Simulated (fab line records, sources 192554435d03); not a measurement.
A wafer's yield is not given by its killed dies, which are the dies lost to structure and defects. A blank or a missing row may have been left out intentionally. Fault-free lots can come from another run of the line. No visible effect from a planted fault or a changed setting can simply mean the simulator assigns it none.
Chamber matching || flow n5Finfet || N5_BEOL_M10_DESCUM_16 on rieDiel-05 has 4 sister chambers
The step chemistry O2, time 7.9 s. 27 wafers are shown with their chamber, then 12 later ones without.

WAFERS PAIRED WITH THEIR CHAMBERS
{"wafer": "L077.1", "chamber": 0, "showerheadPlenumPTorr (Torr)": 1.99, "drypumpMotorCurrentA (A)": 6.4, "throttleValvePct (%)": 20.40}
{"wafer": "L077.5", "chamber": 2, "showerheadPlenumPTorr (Torr)": 2.21, "drypumpMotorCurrentA (A)": 5.2, "throttleValvePct (%)": 19.98}
{"wafer": "L077.6", "chamber": 1, "showerheadPlenumPTorr (Torr)": 2.15, "drypumpMotorCurrentA (A)": 5.2, "throttleValvePct (%)": 20.61}
{"wafer": "L078.1", "chamber": 2, "showerheadPlenumPTorr (Torr)": 2.21, "drypumpMotorCurrentA (A)": 5.2, "throttleValvePct (%)": 19.99}
{"wafer": "L078.3", "chamber": 0, "showerheadPlenumPTorr (Torr)": 1.98, "drypumpMotorCurrentA (A)": 6.4, "throttleValvePct (%)": 20.42}
{"wafer": "L078.6", "chamber": 2, "showerheadPlenumPTorr (Torr)": 2.21, "drypumpMotorCurrentA (A)": 5.2, "throttleValvePct (%)": 19.97}
{"wafer": "L079.3", "chamber": 1, "showerheadPlenumPTorr (Torr)": 2.15, "drypumpMotorCurrentA (A)": 5.1, "throttleValvePct (%)": 20.62}
{"wafer": "L079.4", "chamber": 0, "showerheadPlenumPTorr (Torr)": 1.99, "drypumpMotorCurrentA (A)": 6.4, "throttleValvePct (%)": 20.41}
{"wafer": "L079.6", "chamber": 2, "showerheadPlenumPTorr (Torr)": 2.21, "drypumpMotorCurrentA (A)": 5.2, "throttleValvePct (%)": 19.98}
{"wafer": "L081.1", "chamber": 1, "showerheadPlenumPTorr (Torr)": 2.15, "drypumpMotorCurrentA (A)": 5.2, "throttleValvePct (%)": 20.63}
{"wafer": "L081.2", "chamber": 0, "showerheadPlenumPTorr (Torr)": 1.98, "drypumpMotorCurrentA (A)": 6.4, "throttleValvePct (%)": 20.41}
{"wafer": "L081.3", "chamber": 2, "showerheadPlenumPTorr (Torr)": 2.21, "drypumpMotorCurrentA (A)": 5.2, "throttleValvePct (%)": 19.98}
{"wafer": "L081.4", "chamber": 3, "showerheadPlenumPTorr (Torr)": 2.15, "drypumpMotorCurrentA (A)": 5.5, "throttleValvePct (%)": 20.38}
{"wafer": "L081.5", "chamber": 3, "showerheadPlenumPTorr (Torr)": 2.15, "drypumpMotorCurrentA (A)": 5.5, "throttleValvePct (%)": 20.36}
{"wafer": "L081.6", "chamber": 2, "showerheadPlenumPTorr (Torr)": 2.21, "drypumpMotorCurrentA (A)": 5.2, "throttleValvePct (%)": 20.00}
{"wafer": "L080.3", "chamber": 3, "showerheadPlenumPTorr (Torr)": 2.15, "drypumpMotorCurrentA (A)": 5.6, "throttleValvePct (%)": 20.34}
{"wafer": "L080.4", "chamber": 1, "showerheadPlenumPTorr (Torr)": 2.15, "drypumpMotorCurrentA (A)": 5.2, "throttleValvePct (%)": 20.60}
{"wafer": "L080.5", "chamber": 2, "showerheadPlenumPTorr (Torr)": 2.21, "drypumpMotorCurrentA (A)": 5.2, "throttleValvePct (%)": 19.98}
{"wafer": "L085.3", "chamber": 2, "showerheadPlenumPTorr (Torr)": 2.21, "drypumpMotorCurrentA (A)": 5.2, "throttleValvePct (%)": 19.98}
{"wafer": "L085.4", "chamber": 0, "showerheadPlenumPTorr (Torr)": 1.98, "drypumpMotorCurrentA (A)": 6.4, "throttleValvePct (%)": 20.41}
{"wafer": "L085.5", "chamber": 1, "showerheadPlenumPTorr (Torr)": 2.15, "drypumpMotorCurrentA (A)": 5.1, "throttleValvePct (%)": 20.65}
{"wafer": "L084.2", "chamber": 3, "showerheadPlenumPTorr (Torr)": 2.14, "drypumpMotorCurrentA (A)": 5.6, "throttleValvePct (%)": 20.38}
{"wafer": "L084.4", "chamber": 0, "showerheadPlenumPTorr (Torr)": 1.98, "drypumpMotorCurrentA (A)": 6.4, "throttleValvePct (%)": 20.42}
{"wafer": "L084.6", "chamber": 0, "showerheadPlenumPTorr (Torr)": 1.98, "drypumpMotorCurrentA (A)": 6.4, "throttleValvePct (%)": 20.42}
{"wafer": "L087.1", "chamber": 3, "showerheadPlenumPTorr (Torr)": 2.14, "drypumpMotorCurrentA (A)": 5.5, "throttleValvePct (%)": 20.39}
{"wafer": "L087.2", "chamber": 1, "showerheadPlenumPTorr (Torr)": 2.15, "drypumpMotorCurrentA (A)": 5.2, "throttleValvePct (%)": 20.64}
{"wafer": "L087.3", "chamber": 2, "showerheadPlenumPTorr (Torr)": 2.21, "drypumpMotorCurrentA (A)": 5.2, "throttleValvePct (%)": 20.03}

SIGNATURES, as means of the wafers listed above
{"reading": "showerheadPlenumPTorr", "chamber 0": 1.9829, "chamber 1": 2.1500, "chamber 2": 2.2100, "chamber 3": 2.1460, "scatter within a chamber": 0.00338}
{"reading": "drypumpMotorCurrentA", "chamber 0": 6.400, "chamber 1": 5.167, "chamber 2": 5.200, "chamber 3": 5.540, "scatter within a chamber": 0.0332}
{"reading": "throttleValvePct", "chamber 0": 20.4129, "chamber 1": 20.6250, "chamber 2": 19.9878, "chamber 3": 20.3700, "scatter within a chamber": 0.0165}
Rule: distance of a wafer from a chamber = root of the sum over the readings of ((wafer's reading minus chamber's mean) / reading's scatter) squared. The wafer belongs to the nearest chamber; if the next one is less than 2 further off, it can't be placed. The scatter: the root of (the sum of the squares of (reading less its chamber's mean) over the shown wafers, divided by (wafers less chambers)).

WAFERS MISSING THEIR CHAMBER
{"wafer": "L087.4", "showerheadPlenumPTorr (Torr)": 1.98, "drypumpMotorCurrentA (A)": 6.4, "throttleValvePct (%)": 20.45}
{"wafer": "L087.5", "showerheadPlenumPTorr (Torr)": 2.14, "drypumpMotorCurrentA (A)": 5.5, "throttleValvePct (%)": 20.41}
{"wafer": "L087.6", "showerheadPlenumPTorr (Torr)": 1.98, "drypumpMotorCurrentA (A)": 6.4, "throttleValvePct (%)": 20.44}
{"wafer": "L094.1", "showerheadPlenumPTorr (Torr)": 2.13, "drypumpMotorCurrentA (A)": 5.5, "throttleValvePct (%)": 20.41}
{"wafer": "L094.2", "showerheadPlenumPTorr (Torr)": 1.97, "drypumpMotorCurrentA (A)": 6.4, "throttleValvePct (%)": 20.46}
{"wafer": "L094.3", "showerheadPlenumPTorr (Torr)": 2.20, "drypumpMotorCurrentA (A)": 5.2, "throttleValvePct (%)": 20.04}
{"wafer": "L094.4", "showerheadPlenumPTorr (Torr)": 2.14, "drypumpMotorCurrentA (A)": 5.2, "throttleValvePct (%)": 20.68}
{"wafer": "L094.5", "showerheadPlenumPTorr (Torr)": 2.14, "drypumpMotorCurrentA (A)": 5.2, "throttleValvePct (%)": 20.67}
{"wafer": "L094.6", "showerheadPlenumPTorr (Torr)": 1.97, "drypumpMotorCurrentA (A)": 6.4, "throttleValvePct (%)": 20.47}
{"wafer": "L095.2", "showerheadPlenumPTorr (Torr)": 2.14, "drypumpMotorCurrentA (A)": 5.2, "throttleValvePct (%)": 20.68}
{"wafer": "L095.3", "showerheadPlenumPTorr (Torr)": 2.20, "drypumpMotorCurrentA (A)": 5.2, "throttleValvePct (%)": 20.05}
{"wafer": "L095.4", "showerheadPlenumPTorr (Torr)": 1.97, "drypumpMotorCurrentA (A)": 6.4, "throttleValvePct (%)": 20.46}

THE CHAMBER EACH PASSED THROUGH
{"wafer": "L087.4", "from the rows above": 0, "in truth": 0}
{"wafer": "L087.5", "from the rows above": 3, "in truth": 3}
{"wafer": "L087.6", "from the rows above": 0, "in truth": 0}
{"wafer": "L094.1", "from the rows above": 3, "in truth": 3}
{"wafer": "L094.2", "from the rows above": 0, "in truth": 0}
{"wafer": "L094.3", "from the rows above": 2, "in truth": 2}
{"wafer": "L094.4", "from the rows above": 1, "in truth": 1}
{"wafer": "L094.5", "from the rows above": 1, "in truth": 1}
{"wafer": "L094.6", "from the rows above": 0, "in truth": 0}
{"wafer": "L095.2", "from the rows above": 1, "in truth": 1}
{"wafer": "L095.3", "from the rows above": 2, "in truth": 2}
{"wafer": "L095.4", "from the rows above": 0, "in truth": 0}
Correctly placed: 12 of 12. Not placeable from these rows: 0. 0 placed wrongly.
